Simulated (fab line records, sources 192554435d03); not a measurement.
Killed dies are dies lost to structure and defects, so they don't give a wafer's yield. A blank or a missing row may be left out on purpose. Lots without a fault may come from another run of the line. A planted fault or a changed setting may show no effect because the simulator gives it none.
Split-lot experiment | flow n5_finfet | 7 lots, 39 wafers read, on a route of 1938 steps

THE SPLIT
At N5_DUMMY_GATE_EXPOSE_12 (exposes mask GATE, target cd 25 nm), the setting dose_mj was moved away from the recipe's 34 on 15 of the 39 wafers read, by -6.6% to +7.9%. The other wafers ran this setting at the recipe's value.

FROM THE SPLIT TO THE READING: what the file shows between them, 2 steps
- N5_DUMMY_GATE_PEB_13: peb time 60 s
- N5_DUMMY_GATE_DEVELOP_14: develop time 30 s

THE READING
cd_nm, in nm, at N5_DUMMY_GATE_CD_MEAS_15 (target cd 25.8 nm). Fault-free wafers of this fab line usually give 24.91 nm, standard deviation 0.25 nm.

wafer  | tool, chamber at the split | dose_mj as run | against the recipe | cd_nm, nm | against lot-mates on the recipe
L079.1 | euv_scanner-02, 0          | 34             | recipe             | 25.11     | -
L079.2 | euv_scanner-02, 0          | 34             | recipe             | 25.13     | -
L079.3 | euv_scanner-02, 0          | 31.75          | -6.6%              | 26.27     | +1.14
L079.4 | euv_scanner-02, 0          | 34             | recipe             | 25.16     | -
L079.5 | euv_scanner-02, 0          | 31.75          | -6.6%              | 26.48     | +1.35
L079.6 | euv_scanner-02, 0          | 31.75          | -6.6%              | 26.35     | +1.22
L082.1 | euv_scanner-01, 0          | 34             | recipe             | 24.72     | -
L082.2 | euv_scanner-01, 0          | 34             | recipe             | 24.94     | -
L082.3 | euv_scanner-01, 0          | 34             | recipe             | 24.73     | -
L082.4 | euv_scanner-01, 0          | 34             | recipe             | 25.13     | -
L082.5 | euv_scanner-01, 0          | 34             | recipe             | 24.69     | -
L082.6 | euv_scanner-01, 0          | 34             | recipe             | 24.80     | -
L085.1 | euv_scanner-02, 0          | 34             | recipe             | 24.71     | -
L085.2 | euv_scanner-02, 0          | 33.22          | -2.3%              | 25.12     | +0.39
L085.3 | euv_scanner-02, 0          | 34             | recipe             | 24.44     | -
L085.4 | euv_scanner-02, 0          | 33.22          | -2.3%              | 25.71     | +0.98
L085.5 | euv_scanner-02, 0          | 34             | recipe             | 25.05     | -
L085.6 | euv_scanner-02, 0          | 33.22          | -2.3%              | 25.30     | +0.57
L090.1 | euv_scanner-01, 0          | 34             | recipe             | 24.85     | -
L090.3 | euv_scanner-01, 0          | 34             | recipe             | 24.56     | -
L090.5 | euv_scanner-01, 0          | 34             | recipe             | 25.02     | -
L092.1 | euv_scanner-02, 0          | 34             | recipe             | 24.93     | -
L092.2 | euv_scanner-02, 0          | 34             | recipe             | 24.97     | -
L092.3 | euv_scanner-02, 0          | 36.68          | +7.9%              | 23.50     | -1.43
L092.4 | euv_scanner-02, 0          | 36.68          | +7.9%              | 23.53     | -1.40
L092.5 | euv_scanner-02, 0          | 34             | recipe             | 24.89     | -
L092.6 | euv_scanner-02, 0          | 36.68          | +7.9%              | 23.63     | -1.30
L093.1 | euv_scanner-02, 0          | 32.1           | -5.6%              | 26.62     | +1.87
L093.2 | euv_scanner-02, 0          | 34             | recipe             | 24.71     | -
L093.3 | euv_scanner-02, 0          | 34             | recipe             | 24.89     | -
L093.4 | euv_scanner-02, 0          | 32.1           | -5.6%              | 25.46     | +0.71
L093.5 | euv_scanner-02, 0          | 32.1           | -5.6%              | 26.03     | +1.28
L093.6 | euv_scanner-02, 0          | 34             | recipe             | 24.65     | -
L094.1 | euv_scanner-01, 0          | 34             | recipe             | 25.12     | -
L094.2 | euv_scanner-01, 0          | 31.93          | -6.1%              | 26.33     | +1.17
L094.3 | euv_scanner-01, 0          | 31.93          | -6.1%              | 26.29     | +1.13
L094.4 | euv_scanner-01, 0          | 31.93          | -6.1%              | 26.49     | +1.33
L094.5 | euv_scanner-01, 0          | 34             | recipe             | 25.26     | -
L094.6 | euv_scanner-01, 0          | 34             | recipe             | 25.10     | -

THE FIT
A straight line over all 39 wafers: cd_nm changes by -0.201 nm for each +1% of dose_mj; r = -0.95; the points scatter about the line by 0.25 nm.
The same after taking each lot's own level away (the mean of its wafers on the recipe; 39 wafers): -0.192 nm for each +1%; r = -0.96; scatter 0.21 nm.
On that fit, the largest move of dose_mj shifts the reading by 1.5 nm.
The lots' own levels span 24.733 to 25.160 nm, that is 1.7 times the standard deviation above.
So the lot-to-lot level changes the slope little: the two slopes agree.
Check: with one of the wafers moved furthest among these (+7.9%) left out of the fit, the line predicts -1.48 nm for it against its lot-mates. It came out at -1.43 nm against them.

THE FILE'S OWN FIT
cd_nm changes by -0.196 nm for each +1% of dose_mj, r = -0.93.
